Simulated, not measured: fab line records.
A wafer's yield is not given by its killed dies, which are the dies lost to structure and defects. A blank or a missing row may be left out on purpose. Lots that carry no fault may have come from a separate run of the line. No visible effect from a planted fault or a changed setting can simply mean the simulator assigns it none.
Problem report, 8D (eight disciplines) form, completed by code + flow n5_finfet + the parts of the form that need people (team, actions taken, sign-off) are left out

== 1. THE PROBLEM ==
susceptor_temp_C at N5_BEOL_M11_ILD_DEP_00 reads a mean of 303.59 C on 2 wafers of 1 lot; wafers without a fault read 299.98 C with a standard deviation of 0.21. That is +17 standard deviations from the usual mean.
The step: deposits SiCOH lowk from DEMS/porogen, target thk 308.51 nm, time 58 s.
Earliest sighting: wafer L300.2 on pecvd-04 at day 12 10:32. The record holds 36 wafers of 12 lots with a number at this step. By rule, "out" or "out of limits" means more than 4 standard deviations away from the usual mean. Any other wafer with a number is counted as sound.

== 2. WHAT THIS IS AND IS NOT ==
| question                    | is                | is not                                                                                       |
|-----------------------------|-------------------|----------------------------------------------------------------------------------------------|
| which readings at this step | susceptor_temp_C  | heater_power_w, showerhead_plenum_p_Torr, throttle_valve_pct                                 |
| which lots                  | L300              | L290, L291, L292, L293, L294, L297, L307, L308, L309, L311, L312                             |
| which wafers of those lots  | L300.2, L300.4    | L300.3                                                                                       |
| read on which tools         | pecvd-04          | pecvd-01, pecvd-03                                                                           |
| when                        | from day 12 10:32 | up to then (19 sound wafers); but 15 sound wafers of L307, L308, L309, L311, L312 came after |

== 3. THE SUSPECTS, EACH WITH WHAT RULES IT OUT ==
Counting: if a tool at a process step up to the reading ran every lot that is out, it stays a suspect. Sound lots after the first of them don't rule it out here, since some wafers of a struck lot are sound.
- pecvd-04 at N5_BEOL_M11_ILD_DEP_00 (deposits SiCOH lowk from DEMS/porogen, target thk 308.51 nm, time 58 s): kept. It ran the lot that is out, L300 (day 12 10:32); its last sound lot up to then is L294 (day 10 20:14). On those wafers its own readings are out: susceptor_temp_C.
- The sound lot-mates ran in chamber 1 of pecvd-04 at N5_BEOL_M11_ILD_DEP_00, but the wafers that are out ran in chamber 0.
After counting, what remains is pecvd-04 at N5_BEOL_M11_ILD_DEP_00.

== 4. THE CAUSE (what the simulator had put in) ==
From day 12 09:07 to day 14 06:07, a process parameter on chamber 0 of pecvd-04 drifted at N5_BEOL_M11_ILD_DEP_00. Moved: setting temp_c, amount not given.
This tool alone remained once counting was done.

== 5. THE EFFECT CHAIN, in route order ==
Each row: a reading where the mean over the struck wafers with a number is more than 3 standard deviations away from the usual. Only readings whose record carries a usual standard deviation are examined. hours: median over the lots of the time between each lot's start at the first step of this table that gives one and its start at this step. sigmas: the change, counted in usual standard deviations.
| hours | step                   | reading          | usual    | on struck wafers | change | sigmas |
|-------|------------------------|------------------|----------|------------------|--------|--------|
| 0     | N5_BEOL_M11_ILD_DEP_00 | susceptor_temp_C | 299.98 C | 303.59           | +3.61  | +17    |
The process steps in it:
- N5_BEOL_M11_ILD_DEP_00: deposits SiCOH lowk from DEMS/porogen, target thk 308.51 nm, time 58 s.

== 6. WHAT WOULD HAVE CAUGHT IT SOONER ==
In this record the first reading out of limits was taken at day 12 10:32, 1 hour after the fault began at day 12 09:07.
